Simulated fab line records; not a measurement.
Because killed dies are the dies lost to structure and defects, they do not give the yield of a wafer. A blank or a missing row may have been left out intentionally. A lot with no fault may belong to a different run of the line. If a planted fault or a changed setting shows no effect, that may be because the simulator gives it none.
Matching of chambers | flow nandHarc | NHARC_P_M1_PRE_CLEAN_32 on pecvd-04: 3 sister chambers
The step time 12 s. 6 wafers are shown with their chamber, then 12 later ones without.

WAFERS WITH THEIR CHAMBER
wafer  | chamber | heaterPowerW (W) | susceptorTempC (C)
L083.1 | 2       | 682              | 370.36
L084.2 | 0       | 706              | 369.77
L084.6 | 1       | 631              | 369.92
L089.2 | 2       | 658              | 369.48
L089.3 | 1       | 606              | 370.04
L089.5 | 0       | 721              | 369.81

WAFERS WHOSE CHAMBER IS MISSING
wafer  | heaterPowerW (W) | susceptorTempC (C)
L090.2 | 690              | 369.96
L090.3 | 594              | 369.88
L090.5 | 699              | 369.87
L093.1 | 690              | 370.00
L093.2 | 690              | 370.18
L093.3 | 657              | 369.58
L096.1 | 714              | 370.28
L096.3 | 637              | 369.87
L096.6 | 715              | 369.81
L097.1 | 611              | 370.04
L097.2 | 650              | 370.06
L097.6 | 700              | 370.37

CHAMBER TAKEN BY EACH
wafer  | from the rows above     | in truth
L090.2 | can't be placed: 2 or 0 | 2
L090.3 | 1                       | 1
L090.5 | can't be placed: 0 or 2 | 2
L093.1 | can't be placed: 2 or 0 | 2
L093.2 | can't be placed: 2 or 0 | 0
L093.3 | can't be placed: 2 or 1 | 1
L096.1 | can't be placed: 0 or 2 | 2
L096.3 | can't be placed: 1 or 2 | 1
L096.6 | 0                       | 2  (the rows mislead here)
L097.1 | 1                       | 1
L097.2 | can't be placed: 2 or 1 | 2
L097.6 | can't be placed: 0 or 2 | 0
2 of 12 placed correctly. Can't be placed from these rows: 9 (the true chamber is among the candidates in 9). 1 placed wrongly.
How it was worked out, from the rows above alone: a wafer's distance from a chamber is the root of the sum, over the readings, of the square of ((its reading less the chamber's mean) divided by the reading's scatter). The wafer belongs to the nearest chamber; if the next one is less than 2 further off, it can't be placed. Each chamber's mean is taken over the wafers shown for it. The scatter is the square root of a quotient: the sum, over the shown wafers, of each reading's squared deviation from its chamber's mean, divided by wafers minus chambers.
